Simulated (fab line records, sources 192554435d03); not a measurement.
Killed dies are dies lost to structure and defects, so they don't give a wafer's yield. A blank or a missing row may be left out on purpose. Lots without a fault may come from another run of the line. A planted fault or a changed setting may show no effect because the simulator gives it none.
Split-lot experiment | flow n5_finfet | 7 lots, 39 wafers read, on a route of 1938 steps

THE SPLIT
At N5_SDB_CUT_ETCH_26 (etches Si in HBr/Cl2/O2, target depth 129.6 nm, bt time 20 s, time 51.8 s), the setting target_depth_a was moved away from the recipe's 1296 angstrom on 15 of the 39 wafers read, by -45.1% to +59.4%. The other wafers ran this setting at the recipe's value.

The reading is taken at the split's own step.

THE READING
SiNx_of_SDB_HM_DEP_00.thk_nm (the simulator's own value, which no gauge read), in nm, at N5_SDB_CUT_ETCH_26 (etches Si in HBr/Cl2/O2, target depth 129.6 nm, bt time 20 s, time 51.8 s). The file gives no usual value for it. The 24 wafers here that ran the recipe average 22.4 nm, standard deviation 0.69 nm.

wafer  | tool, chamber at the split | target_depth_a as run, angstrom | against the recipe | SiNx_of_SDB_HM_DEP_00.thk_nm, nm | against lot-mates on the recipe
L077.1 | rie_si-01, 3               | 1296                            | recipe             | 21.4                             | -
L077.2 | rie_si-01, 1               | 1296                            | recipe             | 21.2                             | -
L077.3 | rie_si-01, 2               | 1296                            | recipe             | 20.6                             | -
L077.4 | rie_si-01, 0               | 1296                            | recipe             | 22.4                             | -
L077.5 | rie_si-01, 0               | 1296                            | recipe             | 21.8                             | -
L077.6 | rie_si-01, 1               | 1296                            | recipe             | 21.8                             | -
L079.1 | rie_si-01, 2               | 1544                            | +19.1%             | 18                               | -4.4
L079.2 | rie_si-01, 1               | 1544                            | +19.1%             | 18.8                             | -3.6
L079.3 | rie_si-01, 0               | 1296                            | recipe             | 22.6                             | -
L079.4 | rie_si-01, 3               | 1296                            | recipe             | 22.6                             | -
L079.5 | rie_si-01, 0               | 1544                            | +19.1%             | 20.2                             | -2.2
L079.6 | rie_si-01, 1               | 1296                            | recipe             | 22                               | -
L081.1 | rie_si-06, 2               | 1296                            | recipe             | 22.6                             | -
L081.2 | rie_si-06, 1               | 1296                            | recipe             | 23                               | -
L081.3 | rie_si-06, 0               | 711.7                           | -45.1%             | 30.4                             | +7.4
L081.4 | rie_si-06, 3               | 711.7                           | -45.1%             | 31                               | +8.0
L081.5 | rie_si-06, 0               | 1296                            | recipe             | 23.4                             | -
L081.6 | rie_si-06, 3               | 711.7                           | -45.1%             | 31.2                             | +8.2
L083.2 | rie_si-04, 1               | 1296                            | recipe             | 22.6                             | -
L083.4 | rie_si-04, 3               | 1296                            | recipe             | 23.4                             | -
L083.6 | rie_si-04, 1               | 1296                            | recipe             | 23                               | -
L086.1 | rie_si-01, 2               | 2066                            | +59.4%             | 11.6                             | -10.9
L086.2 | rie_si-01, 3               | 2066                            | +59.4%             | 12.6                             | -9.9
L086.3 | rie_si-01, 0               | 2066                            | +59.4%             | 13.8                             | -8.7
L086.4 | rie_si-01, 1               | 1296                            | recipe             | 22.2                             | -
L086.5 | rie_si-01, 3               | 1296                            | recipe             | 22.6                             | -
L086.6 | rie_si-01, 2               | 1296                            | recipe             | 22.6                             | -
L089.1 | rie_si-06, 3               | 1296                            | recipe             | 22.8                             | -
L089.2 | rie_si-06, 2               | 1296                            | recipe             | 21.6                             | -
L089.3 | rie_si-06, 0               | 845.7                           | -34.7%             | 27.6                             | +5.0
L089.4 | rie_si-06, 1               | 845.7                           | -34.7%             | 28.4                             | +5.8
L089.5 | rie_si-06, 3               | 1296                            | recipe             | 23.4                             | -
L089.6 | rie_si-06, 0               | 845.7                           | -34.7%             | 27.2                             | +4.6
L096.1 | rie_si-01, 1               | 1552                            | +19.8%             | 19                               | -3.3
L096.2 | rie_si-01, 0               | 1296                            | recipe             | 22.2                             | -
L096.3 | rie_si-01, 3               | 1552                            | +19.8%             | 19.4                             | -2.9
L096.4 | rie_si-01, 2               | 1296                            | recipe             | 22.2                             | -
L096.5 | rie_si-01, 3               | 1296                            | recipe             | 22.6                             | -
L096.6 | rie_si-01, 2               | 1552                            | +19.8%             | 19.4                             | -2.9

THE FIT
A straight line over all 39 wafers: SiNx_of_SDB_HM_DEP_00.thk_nm changes by -0.169 nm for each +1% of target_depth_a; r = -0.98; the points scatter about the line by 0.75 nm.
The same after taking each lot's own level away (the mean of its wafers on the recipe; 39 wafers): -0.165 nm for each +1%; r = -0.99; scatter 0.59 nm.
On that fit, the largest move of target_depth_a shifts the reading by 9.8 nm.
The lots' own levels span 21.53 to 23.00 nm, that is 2.1 times the standard deviation above.
So the lot-to-lot level changes the slope little: the two slopes agree.
Check: with one of the wafers moved furthest among these (+59.4%) left out of the fit, the line predicts -9.59 nm for it against its lot-mates. It came out at -10.9 nm against them.

OTHER SPLITS ON THESE WAFERS
These wafers also went through other splits before the reading. Each is held against what the fit with the lots' levels taken away leaves over:
other split on the same wafers | wafers away from the commonest value | r with SiNx_of_SDB_HM_DEP_00.thk_nm (lot level and that fit taken away)
N5_FIN_CUT_CUT_ETCH_15 time_s  | 9                                    | +0.20

THE WHOLE CHAIN: every reading that the file lists as answering this split, in the file's order
step               | what it does                                                              | reading                                                                       | change (the file's fit)               | r (the file's)
N5_SDB_CUT_ETCH_26 | etches Si in HBr/Cl2/O2, target depth 129.6 nm, bt time 20 s, time 51.8 s | SDB.feature_depth_nm (the simulator's own value, which no gauge read)         | +1.28 nm for each +1% of the setting  | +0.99
N5_SDB_CUT_ETCH_26 | etches Si in HBr/Cl2/O2, target depth 129.6 nm, bt time 20 s, time 51.8 s | etch.depth_nm (the simulator's own value, which no gauge read)                | +1.28 nm for each +1% of the setting  | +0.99
N5_SDB_CUT_ETCH_26 | etches Si in HBr/Cl2/O2, target depth 129.6 nm, bt time 20 s, time 51.8 s | SiNx_of_SDB_HM_DEP_00.thk_nm (the simulator's own value, which no gauge read) | -0.165 nm for each +1% of the setting | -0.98

THE FILE'S OWN FIT
SiNx_of_SDB_HM_DEP_00.thk_nm changes by -0.165 nm for each +1% of target_depth_a, r = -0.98.
